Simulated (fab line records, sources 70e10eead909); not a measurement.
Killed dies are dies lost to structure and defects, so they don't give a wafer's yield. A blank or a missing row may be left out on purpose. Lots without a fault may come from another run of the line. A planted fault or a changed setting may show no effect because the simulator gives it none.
Chamber matching | flow nand_harc | NHARC_P_ZERO_WELL_DESCUM_13 on rie_diel-05: 4 sister chambers
The step chemistry O2, time 3 s. 8 wafers are shown with their chamber, then 9 later ones without.

WAFERS WITH THEIR CHAMBER
wafer  | chamber | drypump_motor_current_A (A) | oes_product_au (a.u.)
L079.2 | 2       | 6.3                         | 1.010
L079.3 | 1       | 6.3                         | 0.984
L083.1 | 0       | 5.5                         | 1.005
L083.3 | 3       | 5.0                         | 1.019
L083.5 | 3       | 4.9                         | 1.024
L086.2 | 0       | 5.5                         | 0.997
L086.3 | 2       | 6.4                         | 1.008
L086.4 | 1       | 6.3                         | 0.972

WAFERS WITHOUT THEIR CHAMBER
wafer  | drypump_motor_current_A (A) | oes_product_au (a.u.)
L088.1 | 6.3                         | 1.003
L088.2 | 5.0                         | 1.020
L088.6 | 6.3                         | 1.010
L093.4 | 5.6                         | 1.006
L093.5 | 5.6                         | 0.998
L093.6 | 5.0                         | 1.011
L097.1 | 6.3                         | 0.983
L097.2 | 5.0                         | 1.004
L097.6 | 6.3                         | 0.991

WHICH CHAMBER EACH WENT THROUGH
wafer  | from the rows above     | in truth
L088.1 | 2                       | 2
L088.2 | 3                       | 3
L088.6 | 2                       | 2
L093.4 | 0                       | 0
L093.5 | 0                       | 0
L093.6 | 3                       | 3
L097.1 | 1                       | 1
L097.2 | 3                       | 3
L097.6 | can't be placed: 1 or 2 | 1
Placed correctly: 8 of 9. Can't be placed from these rows: 1 (the true chamber is among the candidates in 1). Placed wrongly: 0.
How it was worked out, from the rows above alone: a wafer's distance from a chamber is the root of the sum, over the readings, of the square of ((its reading less the chamber's mean) divided by the reading's scatter). The wafer belongs to the nearest chamber; if the next one is less than 2 further off, it can't be placed. A chamber's mean is the mean of its shown wafers. The scatter: the root of (the sum of the squares of (reading less its chamber's mean) over the shown wafers, divided by (wafers less chambers)).
